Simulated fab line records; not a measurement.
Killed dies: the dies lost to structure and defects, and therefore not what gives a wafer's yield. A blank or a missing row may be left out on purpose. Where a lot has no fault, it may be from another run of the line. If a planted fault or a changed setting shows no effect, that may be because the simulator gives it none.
8D (eight disciplines) problem report, filled in by code ; flow nandHarc ; the parts of the form that need people (team, actions taken, sign-off) are left out

1. THE ISSUE
Wafers with no fault read 12 with a standard deviation of 5.4, whereas rawDefectCount at NHARC_A_ZERO_WELL_INSPECT_17 reads a mean of 1256 on 1 wafer of 1 lot. So: +99 or more standard deviations from the usual mean.
Earliest sighting: wafer L547.1 on defectInspect-01 at day 14 14:22. The record holds 36 wafers of 12 lots with a number at this step. Rule for "out" (also "out of limits"): further than 4 standard deviations from the usual mean. The other wafers with a number count as sound.

2. WHAT IT IS, WHAT IT ISN'T
question;is;is not
which readings at this step;rawDefectCount;-
which lots;L547;L528, L529, L530, L532, L533, L534, L537, L538, L539, L550, L551
which wafers of those lots;L547.1;L547.2, L547.4
read on which gauges;defectInspect-01;defectInspect-02
when;from day 14 14:22;"up to then (29 sound wafers); but 6 sound wafers of L550, L551 came after"

3. SUSPECTS, AND WHAT RULES EACH OUT
Counting: if a tool at a process step up to the reading ran every lot that is out, it stays a suspect. Sound lots after the first of them don't rule it out here, since some wafers of a struck lot are sound.
- the gauge at NHARC_A_ZERO_WELL_INSPECT_17: kept. All the wafers that are out were read on defectInspect-01, and no step on other tools shows them out.
- pvdSputter-01 at NHARC_P_BONDPAD_PRE_CLEAN_26 (time 30 s): kept. The lot that is out, L547, ran on it at day 14 11:05; the last sound lot it ran before that was L539, at day 11 05:59. Because NHARC_P_BONDPAD_PRE_CLEAN_26 lacks a start for some lots, the hours and order of its lots are taken from NHARC_P_BONDPAD_THK_MEAS_20.
- pvdSputter-01 at NHARC_P_BONDPAD_PVD_17 (deposits TaN, target thk 5 nm, time 8.06 s): kept. The lot that is out, L547, ran on it at day 14 11:05; the last sound lot it ran before that was L539, at day 11 05:59. Because NHARC_P_BONDPAD_PVD_17 lacks a start for some lots, the hours and order of its lots are taken from NHARC_P_BONDPAD_THK_MEAS_20.
- rieSi-05 at NHARC_A_ZERO_WELL_ETCH_13 (etches the open film in HBr/Cl2, target depth 120 nm, time 40.1 s): kept. The lot that is out, L547, ran on it at day 14 12:57; the last sound lot it ran before that was L538, at day 10 23:21.
- rieSi-05, NHARC_A_ZERO_WELL_ETCH_13: wafers that are out in chamber 2, sound lot-mates in chambers 0, 1.
Left after counting: pvdSputter-01 at NHARC_P_BONDPAD_PRE_CLEAN_26, pvdSputter-01 at NHARC_P_BONDPAD_PVD_17, rieSi-05 at NHARC_A_ZERO_WELL_ETCH_13, defectInspect-01 at NHARC_A_ZERO_WELL_INSPECT_17.

4. THE CAUSE (what the simulator had put in)
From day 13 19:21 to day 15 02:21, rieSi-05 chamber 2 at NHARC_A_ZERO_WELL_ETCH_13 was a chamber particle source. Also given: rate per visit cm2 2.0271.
After counting, 4 suspects remain, this tool included.

5. THE CHAIN OF EFFECTS, in route order
Each row: a reading where the mean over the struck wafers with a number is more than 3 standard deviations away from the usual. Only readings whose record carries a usual standard deviation are examined. hours: median over the lots of the time between each lot's start at the first step of this table that gives one and its start at this step. sigmas: the change, counted in usual standard deviations.
hours;step;reading;usual;on struck wafers;change;sigmas
0;NHARC_A_ZERO_WELL_INSPECT_17;rawDefectCount;12;1256;+1244;+99 or more
Later steps that measure or inspect, where all struck wafers having a row at the step show a number for every such reading and not one has moved that far: NHARC_END_SORT_01.

6. HOW IT WOULD HAVE BEEN CAUGHT EARLIER
19 hours passed between the start of the fault at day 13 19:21 and the first reading out of limits at a measuring or inspecting step in this record, taken at day 14 14:22.
No tool reading at NHARC_A_ZERO_WELL_ETCH_13 that has a usual standard deviation in the record was out on any struck wafer, so an alarm limit of 4 standard deviations on those readings would not have fired.
Lots out: 1; all had begun NHARC_A_ZERO_WELL_ETCH_13 on rieSi-05 by day 14 14:22. A hold on the tool at that time would have spared none of them.
